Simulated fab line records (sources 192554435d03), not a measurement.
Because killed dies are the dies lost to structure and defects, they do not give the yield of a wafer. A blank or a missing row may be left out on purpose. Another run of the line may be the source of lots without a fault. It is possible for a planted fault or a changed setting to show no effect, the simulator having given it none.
2 desks looking at one fault :: flow n5_finfet :: every desk sees just its own numbers, and what lay behind them comes last

## DESK OF THE TOOL OWNER: rie_diel-02
The tool's own readings at N5_BEOL_M4_VIA_ETCH_34 (etches the open film in C4F6/O2, target depth 69.4 nm, time 65.9 s): means of the sampled wafers that have a number, for each lot that ran on this tool. If a lot's mean is further than 4 standard deviations from the usual mean, the lot is out of limits and carries the mark OUT (the distance appears in the brackets). Readings shown: 7 out of 8 (the first out of limits, and those lying furthest out on some lot).
Columns: A = oes_f_703_au at N5_BEOL_M4_VIA_ETCH_34, usual 0.75 a.u.; B = oes_o_777_au at N5_BEOL_M4_VIA_ETCH_34, usual 0.75 a.u.; C = oes_product_au at N5_BEOL_M4_VIA_ETCH_34, usual 0.75 a.u.; D = rf_fwd_power_W at N5_BEOL_M4_VIA_ETCH_34, usual 347.6 W; E = rf_vpp_V at N5_BEOL_M4_VIA_ETCH_34, usual 668 V; F = showerhead_plenum_p_Torr at N5_BEOL_M4_VIA_ETCH_34, usual 2.86 Torr; G = throttle_valve_pct at N5_BEOL_M4_VIA_ETCH_34, usual 30.77 %
lot: L113
first seen here: day 10 02:44
A: 0.79
B: 0.80
C: 0.78
D: 346.1
E: 684
F: 2.93
G: 30.65

lot: L114
first seen here: day 10 05:52
A: 0.74
B: 0.74
C: 0.74
D: 347.7
E: 677
F: 2.90
G: 30.69

lot: L121
first seen here: day 12 01:23
A: 1.02
B: 1.02
C: 0.85
D: 431.3 (+70) OUT
E: 616
F: 2.93
G: 30.63

lot: L122
first seen here: day 12 09:49
A: 1.02
B: 1.01
C: 0.85
D: 430.0 (+69) OUT
E: 616
F: 2.93
G: 30.64
Finding of this desk: L121, L122 out of limits; the first was L121 at day 12 01:23, on rf_fwd_power_W at N5_BEOL_M4_VIA_ETCH_34. Within limits: L113, L114.

## FROM THE METROLOGY DESK
What the gauges read for every lot (on any tool): the sampled wafers with a number, averaged. If a lot's mean is further than 4 standard deviations from the usual mean, the lot is out of limits and carries the mark OUT (the distance appears in the brackets). It has 10 readings; the 7 that lie furthest out on some lot are the ones shown.
Columns: A = DIBL_P at N5_BEOL_M4_RC_MEAS_101, usual 36.7 mV/V; B = IOFF_P at N5_BEOL_M4_RC_MEAS_101, usual 0.22 nA/um; C = ION_N at N5_BEOL_M4_RC_MEAS_101, usual 672 uA/um; D = ION_P at N5_BEOL_M4_RC_MEAS_101, usual 462 uA/um; E = SS_P at N5_BEOL_M4_RC_MEAS_101, usual 73.5 mV/dec; F = VT_N at N5_BEOL_M4_RC_MEAS_101, usual 250 mV; G = VT_P at N5_BEOL_M4_RC_MEAS_101, usual -250 mV
lot: L112
first seen here: day 9 15:41
A: 34.7
B: 0.16
C: 657
D: 448
E: 72.5
F: 255
G: -257

lot: L113
first seen here: day 10 06:55
A: 36.5
B: 0.21
C: 655
D: 457
E: 73.2
F: 253
G: -250

lot: L114
first seen here: day 10 10:27
A: 37.0
B: 0.23
C: 675
D: 464
E: 74.0
F: 251
G: -249

lot: L121
first seen here: day 12 08:23
A: 34.2
B: 0.17
C: 657
D: 454
E: 73.0
F: 253
G: -252

lot: L122
first seen here: day 12 15:44
A: 37.3
B: 0.21
C: 672
D: 458
E: 73.4
F: 251
G: -250

lot: L127
first seen here: day 13 09:16
A: 38.1
B: 0.25
C: 677
D: 462
E: 73.6
F: 249
G: -248

lot: L129
first seen here: day 14 14:19
A: 35.2
B: 0.22
C: 676
D: 466
E: 73.3
F: 250
G: -249

lot: L131
first seen here: day 14 16:10
A: 38.7
B: 0.24
C: 681
D: 465
E: 73.7
F: 249
G: -249
This desk's finding: nothing out of limits on any of the 8 lots.

## BROUGHT TOGETHER
The tool owner's desk had the chance to raise an alarm at day 12 01:23 on L121, L122.
The metrology desk saw nothing out of limits.
The metrology desk has L121, L122 on record, within its limits.
N5_BEOL_M4_VIA_ETCH_34 was run on rie_diel-02 by each of the lots named.

## WHAT WAS PUT IN BY THE SIMULATOR
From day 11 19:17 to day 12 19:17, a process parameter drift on rie_diel-02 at N5_BEOL_M4_VIA_ETCH_34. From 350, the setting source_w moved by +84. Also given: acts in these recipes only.
Struck lots among those shown: L121, L122.
How many hours passed from the start of the fault until each desk's first out-of-limits reading: the tool owner's desk, 6.
